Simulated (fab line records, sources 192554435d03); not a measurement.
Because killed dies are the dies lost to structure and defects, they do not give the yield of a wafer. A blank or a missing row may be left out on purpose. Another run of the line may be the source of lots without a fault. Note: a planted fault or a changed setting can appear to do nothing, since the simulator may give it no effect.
Matching of chambers | flow n5_finfet | N5_BEOL_M11_ETCH_62 on rie_diel-01 has 4 sister chambers
The step etches SOC in N2/H2, target depth 110 nm, overetch 22 nm, time 165 s. 4 wafers are shown with their chamber, then 9 later ones without.

EACH WAFER AND ITS CHAMBER
wafer  | chamber | throttle_valve_pct (%)
L078.3 | 1       | 17.50
L079.1 | 2       | 18.01
L079.2 | 3       | 17.90
L079.6 | 0       | 17.63

WAFERS WITH NO CHAMBER GIVEN
wafer  | throttle_valve_pct (%)
L081.2 | 18.02
L081.4 | 17.90
L081.5 | 18.02
L090.1 | 17.94
L090.2 | 17.67
L090.3 | 18.06
L090.4 | 17.56
L090.5 | 18.05
L090.6 | 17.96

THE CHAMBER EACH PASSED THROUGH
wafer  | from the rows above     | in truth
L081.2 | 2                       | 2
L081.4 | 3                       | 3
L081.5 | 2                       | 2
L090.1 | can't be placed: 3 or 2 | 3
L090.2 | 0                       | 0
L090.3 | 2                       | 2
L090.4 | can't be placed: 1 or 0 | 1
L090.5 | 2                       | 2
L090.6 | can't be placed: 2 or 3 | 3
Correctly placed: 6 of 9. From these rows, 3 cannot be placed; in 3 the true chamber is one of the candidates. Wrongly placed: 0.
How it was worked out, from the rows above alone: a wafer's distance from a chamber is the root of the sum, over the readings, of the square of ((its reading less the chamber's mean) divided by the reading's scatter). The wafer belongs to the nearest chamber; if the next one is less than 2 further off, it can't be placed. A chamber's mean is the mean of its shown wafers. The scatter: root of mean squared gap, hidden wafer to nearest shown wafer, with one shown wafer a chamber.
